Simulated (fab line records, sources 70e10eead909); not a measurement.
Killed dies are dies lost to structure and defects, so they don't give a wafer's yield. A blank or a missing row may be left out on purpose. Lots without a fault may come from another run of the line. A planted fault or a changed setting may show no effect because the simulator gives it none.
Problem report in the 8D (eight disciplines) form, filled by code | flow nand_harc | the parts of the form that need people (team, actions taken, sign-off) are left out

1. THE PROBLEM
thk_nm at NHARC_A_BONDPAD_THK_MEAS_20 reads a mean of 399.0 nm on 3 wafers of 1 lot; wafers without a fault read 169.5 nm with a standard deviation of 1.4. That is +99 or more standard deviations from the usual mean.
The step: measures by xrf.
First seen on wafer L800.2, day 22 11:28, on film_metro-01. The record holds 30 wafers of 10 lots with a number at this step. Rule for "out", or "out of limits": more than 4 standard deviations from the usual mean. The other wafers with a number count as sound.

2. WHAT IT IS AND WHAT IT IS NOT
question                    | is                     | is not
which readings at this step | thk_nm                 | -
which lots                  | L800                   | L789, L791, L792, L793, L794, L798, L805, L806, L808
which wafers of those lots  | all that have a number | -
read on which gauges        | film_metro-01          | film_metro-02
when                        | from day 22 11:28      | up to then (18 sound wafers); but 9 sound wafers of L805, L806, L808 came after

3. SUSPECTS, AND WHAT RULES EACH OUT
Counting: a tool at a process step up to the reading stays a suspect if it ran every lot that is out and no sound lot after the first of them.
- the gauge at NHARC_A_BONDPAD_THK_MEAS_20: ruled out. All the wafers that are out were read on film_metro-01, but those of them that NHARC_A_BONDPAD_INSPECT_23 has rows for are out there too, on other tools.
- pecvd-01 at NHARC_A_M1_DEP_33 (deposits SiCN, target thk 30 nm): ruled out as a lasting fault. Sound lots L806, L808 ran on it after its first lot that is out, L800 (day 22 07:10).
- pecvd-01 at NHARC_A_BONDPAD_DEP_00 (deposits SiCN, target thk 250 nm): kept. It ran the lot that is out, L800 (day 22 11:13), and no sound lot after that; its last sound lot up to then is L794 (day 20 08:05). NHARC_A_BONDPAD_DEP_00 gives no start for some lots, so the hours and the order of its lots are those of NHARC_A_BONDPAD_CMP_19.
- rie_diel-10 at NHARC_A_BONDPAD_ETCH_12 (etches the open film in CHF3/O2, target depth 220 nm, time 110 s): ruled out as a lasting fault. Sound lots L806, L808 ran on it after its first lot that is out, L800 (day 22 11:13). NHARC_A_BONDPAD_ETCH_12 gives no start for some lots, so the hours and the order of its lots are those of NHARC_A_BONDPAD_CMP_19.
- cmp-04 at NHARC_A_BONDPAD_CMP_19 (polishes, t overpolish 30 s, cu recess touch 16 s, target thk 169.8 nm): ruled out as a lasting fault. Sound lots L806 ran on it after its first lot that is out, L800 (day 22 11:13).
Left after counting: pecvd-01 at NHARC_A_BONDPAD_DEP_00.

4. THE CAUSE (what the simulator had put in)
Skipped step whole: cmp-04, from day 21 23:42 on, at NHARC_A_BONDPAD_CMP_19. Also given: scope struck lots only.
Counting ruled it out, wrongly: the rule takes a fault to strike every lot that its tool runs from its start on, and this one did not.

5. THE CHAIN OF EFFECTS, in route order
Each row: a reading whose mean over the struck wafers that have a number lies more than 3 standard deviations from the usual. Only readings for which the record gives a usual standard deviation are gone through. hours: the time from each lot's start at the first step in this table that gives one to its start at this step, as a median over the lots. sigmas: the change in usual standard deviations.
hours | step                        | reading              | usual    | on struck wafers | change | sigmas
0     | NHARC_A_BONDPAD_THK_MEAS_20 | thk_nm               | 169.5 nm | 399.0            | +229.5 | +99 or more
0     | NHARC_A_BONDPAD_INSPECT_23  | raw_defect_count     | 492      | 3230             | +2738  | +15
29    | NHARC_END_SORT_01           | defect_limited_yield | 95.4 %   | 0.0              | -95.4  | -56
29    | NHARC_END_SORT_01           | killed_at_array      | 28       | 675              | +647   | +59
29    | NHARC_END_SORT_01           | killed_dies          | 31       | 677              | +646   | +59
29    | NHARC_END_SORT_01           | sort_bin_3_pct       | 0.27 %   | 96.31            | +96.04 | +99 or more
29    | NHARC_END_SORT_01           | sort_n_pass          | 646      | 0                | -646   | -59
29    | NHARC_END_SORT_01           | sort_rim_yield_pct   | 95 %     | 0                | -95    | -30
29    | NHARC_END_SORT_01           | sort_yield_pct       | 95.4 %   | 0.0              | -95.4  | -56
Readings that are blank on the struck wafers while sound wafers have them: edge_zone_pressure_frac at NHARC_A_BONDPAD_CMP_19; motor_current_A at NHARC_A_BONDPAD_CMP_19; overpolish_run_s at NHARC_A_BONDPAD_CMP_19.

6. WHAT WOULD HAVE CAUGHT IT SOONER
In this record the first reading out of limits at a measuring or inspecting step was taken at day 22 11:28, 12 hours after the fault began at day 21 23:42.
At NHARC_A_BONDPAD_CMP_19 the tool's readings are blank on the struck wafers, where sound wafers have them: an empty tool record is the first sign, and it was there at once.
